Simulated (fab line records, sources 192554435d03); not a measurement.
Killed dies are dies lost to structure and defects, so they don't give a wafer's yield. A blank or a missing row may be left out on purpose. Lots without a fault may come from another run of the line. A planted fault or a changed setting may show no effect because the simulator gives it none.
Chamber matching | flow n5_finfet | N5_BEOL_M11_CURE_72 on uv_cure-01: 3 sister chambers
The step cures SiCOH lowk, time 120 s. 3 wafers are shown with their chamber, then 9 later ones without.

WAFERS WITH THEIR CHAMBER
wafer  | chamber | wafer_temp_C_max
L085.6 | 0       | 371.0
L083.5 | 1       | 371.9
L086.4 | 2       | 372.0

WAFERS WITHOUT THEIR CHAMBER
wafer  | wafer_temp_C_max
L088.1 | 371.3
L088.4 | 372.2
L088.5 | 371.8
L093.3 | 370.9
L093.5 | 371.4
L093.6 | 372.0
L095.1 | 371.0
L095.2 | 371.2
L095.4 | 371.2

WHICH CHAMBER EACH WENT THROUGH
wafer  | from the rows above          | in truth
L088.1 | can't be placed: 0 or 1 or 2 | 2
L088.4 | can't be placed: 2 or 1      | 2
L088.5 | can't be placed: 1 or 2      | 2
L093.3 | 0                            | 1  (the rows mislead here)
L093.5 | can't be placed: 0 or 1 or 2 | 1
L093.6 | can't be placed: 2 or 1      | 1
L095.1 | 0                            | 0
L095.2 | 0                            | 0
L095.4 | 0                            | 0
Placed correctly: 3 of 9. Can't be placed from these rows: 5 (the true chamber is among the candidates in 5). Placed wrongly: 1.
How it was worked out, from the rows above alone: a wafer's distance from a chamber is the root of the sum, over the readings, of the square of ((its reading less the chamber's mean) divided by the reading's scatter). The wafer belongs to the nearest chamber; if the next one is less than 2 further off, it can't be placed. A chamber's mean is the mean of its shown wafers. The scatter: with one shown wafer a chamber, the root of the mean of the squares of how far each hidden wafer lies from its nearest shown one.
